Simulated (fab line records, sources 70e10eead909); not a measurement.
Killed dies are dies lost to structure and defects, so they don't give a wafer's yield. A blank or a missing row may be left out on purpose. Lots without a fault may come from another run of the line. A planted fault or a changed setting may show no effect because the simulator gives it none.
fab line records | flow nand_harc
record lots=6 wafers=18 last_day=34
route steps=1302 shown A_WL_FILL@956 END@1302
lots that met no fault: from a run of the same line without faults
start_h: hours from the record's first day to the start of the lot's first wafer shown | wait_h: hours since the lot's step before | " the same as in the row above | L1.1+2: a row that stands for several wafers | - no value, or no start given | * or withheld: withheld | < > ~ a bound
route shown NAME@n: a module of which the file shows steps, and the number in the route of the first | usual: mean/standard deviation of fault-free wafers | same: alike in all rows | chamber/n: place in a boat | sites: the reading at each site | _std_site: their standard deviation | _edge_site: outer sites' mean less inner sites' | radius_mm: how far each site lies from the wafer's centre | mask NAME#n: copy n | behind: the tool/chamber that last shaped the wafer | hold: why the lot was held/for how many hours/how that ended | device: the transistor (n, p or np) that didn't switch | end of line: the same wafers' tests at the end of the route | a step without rows: its recipe alone | killed: dies lost to structure and defects at the first sort, not the wafer's yield | map: a wafer's dies, x killed, . not, _ none there
set.NAME: the setting as run; set.NAME@STEP: as run at that earlier step | model.NAME: the simulator's own value behind a step, which no gauge read
lots at some steps of the route; a table a step, a row a wafer
services: from which hour (start_h, from the record's first day; less than 0 if before it) a tool's chamber was out of use, for how many hours, and why
## steps
# step NHARC_A_WL_FILL_CVD_03
# recipe target_thk_a=400 temp_c=300 pressure_torr=40 wf6_flow_sccm=40 h2_flow_sccm=1600 ar_flow_sccm=1560 time_s=279 material=W
# usual heater_power_w=499/70 mfc_wf6_sccm=39.99/0.12 throttle_valve_pct=8.0/0.35
# columns lot.wafer tool chamber start_h wait_h heater_power_w mfc_wf6_sccm throttle_valve_pct
L246.2 cvd_w-02 1 484.56 0.2 446 40.09 8.6
L246.6 " 1 " " 460 40.12 8.6
L246.5 " 0 " " 416 39.91 8.1
L251.3 cvd_w-02 0 554.68 0.2 408 40.03 7.9
L251.5 " 1 " " 465 39.92 8.6
L251.6 " 0 " " 416 40.04 7.8
L257.2 cvd_w-01 1 611.06 0.1 593 39.96 7.5
L257.4 " 1 " " 597 39.99 7.3
L257.6 " 1 " " 590 39.96 7.5
L260.2 cvd_w-01 0 641.22 0.1 541 39.83 8.1
L260.4 " 1 " " 609 39.95 7.6
L260.6 " 0 " " 545 39.97 8.3
L264.2 cvd_w-01 0 675.86 0.2 542 39.98 8.2
L264.5 " 0 " " 550 40.18 7.9
L264.6 " 0 " " 545 39.97 8.2
L267.1 cvd_w-02 1 703.09 0.1 457 39.74 8.1
L267.3 " 1 " " 454 39.92 8.2
L267.6 " 1 " " 461 39.80 8.2
# step NHARC_A_WL_FILL_ETCHBACK_04
# recipe target_depth_a=600 time_s=120 chemistry=NF3
# usual drypump_motor_current_A=5.4/0.32 oes_product_au=1.003/0.0091 run_length_s=141.0/0.35
# columns lot.wafer tool chamber start_h wait_h drypump_motor_current_A oes_product_au rf_hours_counter_h run_length_s
L246.2 rie_metal-02 0 484.93 0.3 5.5 0.986 0.2 141.1
L246.6 " 0 " " 5.5 0.994 - 141.5
L246.5 " 1 " " 5.9 1.005 - 140.6
L251.3 rie_metal-01 0 554.96 0.2 5.4 1.018 - 141.2
L251.5 " 0 " " 5.4 1.002 - 140.9
L251.6 " 1 " " 5.1 1.002 - 140.6
L257.2 rie_metal-01 0 611.49 0.4 5.4 1.003 0.5 141.0
L257.4 " 1 " " 5.0 1.010 - 141.1
L257.6 " 0 " " 5.4 1.004 - 141.5
L260.2 rie_metal-02 1 641.57 0.3 5.9 1.015 0.0 140.6
L260.4 " 1 " " 5.9 1.010 - 140.9
L260.6 " 0 " " 5.5 1.026 - 141.0
L264.2 rie_metal-02 1 676.47 0.5 5.9 0.991 0.8 141.1
L264.6 " 0 " " 5.5 1.008 - 141.2
L264.5 " 1 " " 5.9 0.997 - 141.3
L267.1 rie_metal-01 0 703.45 0.3 5.4 1.001 2.3 141.4
L267.3 " 0 " " 5.3 1.002 - 140.8
L267.6 " 0 " " 5.4 0.997 - 141.2
# step NHARC_A_WL_FILL_ETCHBACK_05
# recipe target_depth_a=220 time_s=60 temp_c=40 chemistry=Cl2/BCl3
# step NHARC_A_WL_FILL_STRIP_27
# recipe power_w=1500 temp_c=250 time_s=20 chemistry=N2/H2
# usual drypump_motor_current_A=5.76/0.15 heater_power_w=320/18
# columns lot.wafer tool chamber start_h wait_h drypump_motor_current_A heater_power_w rf_hours_counter_h
L246.2 plasma_asher-02 1 485.33 0.1 5.99 332 11
L246.5 " 0 " " 5.68 292 -
L246.6 " 1 " " 5.90 334 -
L251.3 plasma_asher-01 0 555.34 0.2 5.84 331 -
L251.6 " 1 " " 5.57 324 -
L251.5 " 0 " " 5.84 323 -
L257.2 plasma_asher-01 1 611.84 0.1 5.56 313 19
L257.4 " 0 " " 5.81 333 -
L257.6 " 1 " " 5.57 325 -
L260.2 plasma_asher-01 0 641.94 0.1 5.83 329 24
L260.4 " 1 " " 5.57 319 -
L260.6 " 1 " " 5.59 319 -
L264.2 plasma_asher-01 1 676.83 0.1 5.60 312 32
L264.5 " 0 " " 5.84 335 -
L264.6 " 1 " " 5.58 325 -
L267.1 plasma_asher-02 1 703.81 0.1 5.94 330 19
L267.3 " 0 " " 5.68 295 -
L267.6 " 1 " " 5.96 330 -
# step NHARC_A_WL_FILL_STRIP_28
# recipe time_s=1200 temp_c=72.5 chemistry=post_etch_residue_remover
# step NHARC_A_WL_FILL_PRECLEAN_06
# recipe time_s=300 chemistry=DIW
# step NHARC_A_WL_FILL_SRD_07
# step NHARC_A_WL_FILL_ANNEAL_08
# recipe temp_c=450 time_s=1800
# step NHARC_A_WL_FILL_ALD_10
# recipe target_thk_a=500 pulse_time_s=10 ald_cycles=500 temp_c=300 material=SiO2
# step NHARC_A_WL_FILL_ETCHBACK_16
# recipe target_depth_a=1200 time_s=24 c4f8_flow_sccm=withheld o2_flow_sccm=8 ar_flow_sccm=withheld rf_w=600 bias_w=800 chemistry=C4F8/O2/Ar
# usual oes_product_au=0.978/0.029 rf_vpp_V=724/4.2 run_length_s=45.3/0.43
# columns lot.wafer tool chamber start_h wait_h oes_product_au rf_hours_counter_h rf_vpp_V run_length_s
L246.2 rie_diel-06 1 - - 0.990 0.1 723 44.8
L246.5 " 1 " " 0.989 - 725 44.9
L246.6 " 2 " " 0.989 - 730 45.7
L251.3 rie_diel-05 3 - - 0.933 3.3 719 45.4
L251.5 " 0 " " 0.920 - 720 45.0
L251.6 " 1 " " 0.918 - 725 45.7
L257.4 rie_diel-06 0 - - 0.984 3.6 717 44.9
L257.2 " 2 " " 0.978 3.9 731 46.0
L257.6 " 3 " " 1.005 - 724 44.7
L260.4 rie_diel-02 2 - - 0.990 4.2 722 45.1
L260.2 " 1 " " 0.998 4.5 727 45.1
L260.6 " 3 " " 1.017 - 727 45.9
L264.2 rie_diel-06 0 - - 0.983 0.1 718 44.9
L264.6 " 0 " " 0.983 - 717 44.7
L264.5 " 1 " " 0.997 - 724 44.7
L267.1 rie_diel-05 0 - - 0.987 2.9 721 45.0
L267.3 " 1 " " 0.979 3.3 724 45.8
L267.6 " 2 " " 0.996 - 730 45.6
# step NHARC_A_WL_FILL_STRIP_29
# recipe time_s=20 o2_flow_sccm=500 ar_flow_sccm=0 bias_w=0 chemistry=O2
# usual drypump_motor_current_A=5.7/0.55 oes_product_au=0.997/0.0088 rf_vpp_V=57.9/0.8 showerhead_plenum_p_Torr=3.54/0.14 throttle_valve_pct=17.036/0.0088
# columns lot.wafer tool chamber start_h wait_h drypump_motor_current_A oes_product_au rf_hours_counter_h rf_vpp_V showerhead_plenum_p_Torr throttle_valve_pct
L246.2 rie_diel-06 2 496.44 0.1 6.2 0.988 0.0 58.4 3.78 17.033
L246.6 " 1 " " 5.2 1.003 - 57.9 3.58 17.026
L246.5 " 2 " " 6.2 0.983 - 58.4 3.78 17.023
L251.3 rie_diel-05 0 564.95 0.1 6.3 0.993 3.4 57.6 3.47 17.045
L251.5 " 3 " " 5.5 1.005 - 57.2 3.38 17.032
L251.6 " 0 " " 6.4 0.986 - 58.3 3.47 17.041
L257.4 rie_diel-06 3 624.13 0.1 6.5 1.013 4.0 58.4 3.59 17.028
L257.2 " 1 " " 5.2 1.000 3.7 58.4 3.58 17.022
L257.6 " 3 " " 6.5 1.013 - 58.3 3.60 17.032
L260.4 rie_diel-02 1 651.94 0.1 6.1 1.000 4.5 57.5 3.66 17.050
L260.2 " 3 " " 6.4 1.014 4.1 57.6 3.65 17.026
L260.6 " 0 " " 5.1 1.003 - 59.0 3.36 17.042
L264.2 rie_diel-06 2 685.24 0.1 6.2 0.998 0.1 57.8 3.77 17.045
L264.5 " 3 " " 6.5 0.998 - 58.7 3.59 17.039
L264.6 " 0 " " 5.6 0.985 - 56.9 3.33 17.043
L267.3 rie_diel-05 2 713.40 0.1 5.5 1.008 3.3 58.4 3.72 17.022
L267.1 " 0 " " 6.4 0.993 2.9 57.5 3.47 17.026
L267.6 " 3 " " 5.6 0.989 - 55.9 3.38 17.051
# step NHARC_A_WL_FILL_ETCHBACK_17
# recipe target_depth_a=40 time_s=26.7 chemistry=Cl2/BCl3
# usual drypump_motor_current_A=5.3/0.31 oes_product_au=1.000/0.0097 run_length_s=47.7/0.44
# columns lot.wafer tool chamber start_h wait_h drypump_motor_current_A oes_product_au rf_hours_counter_h run_length_s
L246.2 rie_metal-01 0 496.52 - 5.4 1.014 1.5 47.8
L246.5 " 0 " " 5.4 1.016 - 47.6
L246.6 " 1 " " 5.1 1.000 - 47.4
L251.3 rie_metal-03 1 565.08 - 5.4 0.987 - 47.3
L251.6 " 1 " " 5.4 0.982 - 47.4
L251.5 " 0 " " 4.9 1.009 - 48.0
L257.2 rie_metal-03 1 624.21 - 5.4 0.987 1.3 47.3
L257.4 " 0 " " 4.9 1.010 - 31.4
L257.6 " 1 " " 5.4 0.993 - 47.7
L260.2 rie_metal-03 1 652.02 - 5.4 0.990 1.6 47.4
L260.4 " 1 " " 5.4 0.991 - 47.4
L260.6 " 0 " " 4.9 1.016 - 31.6
L264.2 rie_metal-01 0 685.32 - 5.4 1.013 2.0 47.6
L264.6 " 0 " " 5.4 1.006 - 47.7
L264.5 " 1 " " 5.1 1.002 - 47.3
L267.1 rie_metal-01 0 713.49 - 5.4 1.008 2.6 48.1
L267.3 " 1 " " 5.1 0.997 - 47.9
L267.6 " 1 " " 5.1 1.000 - 47.2
# step NHARC_A_WL_FILL_PRECLEAN_18
# recipe time_s=30 chemistry=dHF
# step NHARC_END_SORT_01
# recipe temp_c=25
# usual killed_at_array=53/18 killed_at_other=0.8/1.1 killed_at_periphery=4.1/2.7 killed_dies=58/18 killed_open=3.1/1.7 killed_short=2.7/1.7
# same gross_dies=677
# columns lot.wafer tool chamber start_h wait_h killed_at_array killed_at_other killed_at_periphery killed_dies killed_open killed_short
L257.4 prober-01 0 708.27 3.4 295 0 1 296 1 6
L260.6 prober-01 0 737.40 4.0 317 0 2 319 4 2
# killed by level:class
L257.4 A_WL_FILL:area_etchback=245 A_SLIT:chamber_film_flake=34 A_CHANNEL_HOLE_D1:chamber_film_flake=5 A_STAIRCASE:chamber_film_flake=3 A_CHANNEL_FILL_D2:geometric_particle:short=2 A_CONTACT:chamber_film_flake=2 P_GATE:geometric_particle:open=1 A_CHANNEL_FILL_D1:geometric_particle:short=1
L260.6 A_WL_FILL:area_etchback=236 A_CHANNEL_HOLE_D1:chamber_film_flake=30 A_SLIT:chamber_film_flake=20 A_CHANNEL_HOLE_D2:chamber_film_flake=11 A_CONTACT:chamber_film_flake=8 A_WL_FILL:chamber_film_flake=3 A_CHANNEL_FILL_D1:geometric_particle:short=1 A_ONON_D2:geometric_particle:open=1
# map L257.4 (x killed, . not)
____________.____________
_________..x...._________
_______xxxx......._______
______x....x.......______
_____..x..x.xx.x...x_____
____.....x....x......____
____x.......x.......x____
___.x..x...x.xx.xx.xx.___
___.....xx...xx.x.....___
__x..x..x.xxx.x.x......__
__....xxxx..x...xxx.xx.__
_.xx..x..xxx..x..x...x.._
_.x.xxxxx.x.x....xxxx..._
_...x.x..xxx.x.x.x...x.._
_.xxxxxxxx..x.xx....xxx._
_.x.xxxxxxxxx...x..x..x._
.x.x.xx.xx.x...x.x.xx.x.x
...xxxxxxxx..xxxx...xx.x.
.x....xxxx..xx...x.xx..x.
...xx.xx.xx.xx.xxxx......
..x...xxxxxx.xx..xxxx..x.
_...x..xxx.....x........_
_...x.xx....xxxx.x.....x_
_x..xx.xx.x..x...x..xx.._
_..xx.xxxx..x.xxx.xx..x._
_..x....xxxx.x..x.x.xx.._
__xx..xx...xx...xx.x.x.__
__..xx.x..xxx...xxxx..x__
___....x.xxxx.xx.....x___
___.x...xxxxx..x.x....___
____..x...xxxxxx.....____
____xx..xxxxxxxx..x..____
_____..x..xx.xx....._____
______x.xxx.xxx.x.x______
_______....xxxx..x_______
_________..x.xx._________
____________.____________
# map L260.6 (x killed, . not)
____________.____________
_________x..xx.._________
_______x.x..x....._______
______.xx.xx.x...x.______
_____....xxxx..x..x._____
____xxx.xxx.xxxx.....____
____..x.x..xx...x....____
___....xxx.xx.xxxx.x.x___
___xxx....xxxx..xx....___
__x.xxxx.xxxx.xx..xx.x.__
__xx...xxx.xxx.xx.x..x.__
_x.xx..xx.xxxxxx...xx.xx_
_x..x.x..xxxxxx.x.xx...x_
_.x.....xx.xxxxxxx..xx.._
_x...xx.....xxx..x......_
_...xxxxxxxxxx..xx......_
.xxx......x.xxxxx..xxx...
...xxx..x.xx.xx...xx.x...
.....xx.x.....xx..xx.x...
.........x..x.x..x.......
x..x..xxxx.x...x.xxx.....
_xxxx.x..xx.x...xx..x..x_
_..xx.xx..xx.xxx.xxx.x.._
_.....xx...x.x...xxx..x._
_xx.xx.x.....x....xx...x_
_x.xxx...xx.xxx.x...xx.._
__.xx..xxxxx.xxx....x..__
__xxxxx.x..xxx.x..xxxx.__
___xxxxx.x......x.....___
___xxxx...xxx.x..x....___
____xxxxxx...x....x..____
____xxxxx..x...x.x...____
_____xxx.x..x.xxx.xx_____
______xx.x..x..x.x.______
_______x....x...x._______
_________...xxxx_________
____________x____________
## services
# columns tool chamber start_h hours kind
rie_metal-01 1 474.78 7.5 repair
rie_diel-06 - 480.21 0.5 repair
rie_metal-02 - 482.43 0.5 repair
rie_diel-06 - 484.28 9.0 pm
plasma_asher-01 - 519.00 9.0 pm
rie_metal-03 - 519.00 9.0 pm
rie_diel-05 3 520.03 8.8 repair
rie_diel-06 - 522.59 0.5 repair
rie_diel-05 - 538.62 0.5 repair
rie_metal-01 0 542.15 1.5 repair
rie_diel-06 0 568.33 4.0 repair
rie_metal-01 - 575.00 9.0 pm
rie_diel-05 - 583.60 9.0 pm
rie_diel-05 - 609.48 2.6 repair
rie_diel-06 - 610.52 0.4 repair
rie_diel-06 0 635.08 4.5 repair
rie_diel-05 3 638.59 13.1 repair
rie_diel-05 0 659.51 8.4 repair
rie_diel-06 - 661.28 9.0 pm
plasma_asher-01 - 680.45 0.8 repair
plasma_asher-01 - 696.12 9.0 pm
rie_diel-06 0 700.64 1.9 repair
rie_diel-06 0 710.20 7.1 repair
rie_diel-06 1 713.32 7.2 repair
## key
first_sign step=NHARC_A_WL_FILL_ETCHBACK_17 reading=run_length_s direction=down sigmas=37 usual=* struck=*
effect step=NHARC_END_SORT_01 reading=killed_at_array direction=up sigmas=14 usual=53 struck=306
more_kills_born_at NHARC_A_WL_FILL_ETCHBACK_17@rie_metal-03=481
met_at NHARC_A_WL_FILL_ETCHBACK_17
struck_wafers L257.4,L260.6
tester_left_out L257,L260
onset_between 565.08 624.21
fault kind=process_parameter_drift tool=rie_metal-03 chamber=0 onset_h=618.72 steps=NHARC_A_WL_FILL_ETCHBACK_17 channel=time_s offset=* shape=step end_h=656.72 acts_in=* stated=*
# tester_left_out: of these lots the tester's yield and bins aren't shown, on N5 and GAA mostly nor the transistor test; their killed dies are dies lost to structure and defects alone, not to doping, threshold or leakage, so they don't give the yield
